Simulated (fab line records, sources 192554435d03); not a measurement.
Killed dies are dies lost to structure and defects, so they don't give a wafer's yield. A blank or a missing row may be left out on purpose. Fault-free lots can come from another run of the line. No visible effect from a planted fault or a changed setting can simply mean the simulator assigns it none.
Chamber matching ; flow n5 finfet ; pecvd-02 running N5_FIN_SAQP_HM_DEP_72: 3 sister chambers
The step deposits SiO2 from SiH4/N2O, target thk 12 nm, time 7.2 s. 6 wafers are shown with their chamber, then 8 later ones without.

## WAFERS PAIRED WITH THEIR CHAMBERS
wafer;chamber;showerhead plenum p Torr (Torr);heater power w (W)
L086.1;2;8.13;1004
L088.2;1;7.90;802
L089.1;2;8.13;1035
L089.2;1;7.88;725
L089.4;0;8.27;664
L091.1;0;8.23;673

## WAFERS WITHOUT THEIR CHAMBER
wafer;showerhead plenum p Torr (Torr);heater power w (W)
L091.2;8.14;932
L091.3;8.26;680
L094.4;7.89;750
L094.5;8.23;656
L094.6;8.13;971
L095.1;7.88;767
L095.4;7.90;758
L095.5;8.25;625

## WHICH CHAMBER EACH WENT THROUGH
wafer;from the rows above;in truth
L091.2;2;2
L091.3;0;0
L094.4;1;1
L094.5;0;0
L094.6;2;2
L095.1;1;1
L095.4;1;1
L095.5;0;0
8 of 8 placed correctly. Not placeable from these rows: 0. Wrongly placed: 0.
How it was worked out, from the rows above alone: a wafer's distance from a chamber is the root of the sum, over the readings, of the square of ((its reading less the chamber's mean) divided by the reading's scatter). If the next closest chamber is less than 2 further off than the closest, the wafer can't be placed; otherwise it belongs to the closest. Each chamber's mean is taken over the wafers shown for it. How the scatter is found: for the shown wafers, subtract from each reading the mean of its chamber, square and add these, divide the total by (wafers less chambers), then take the root.
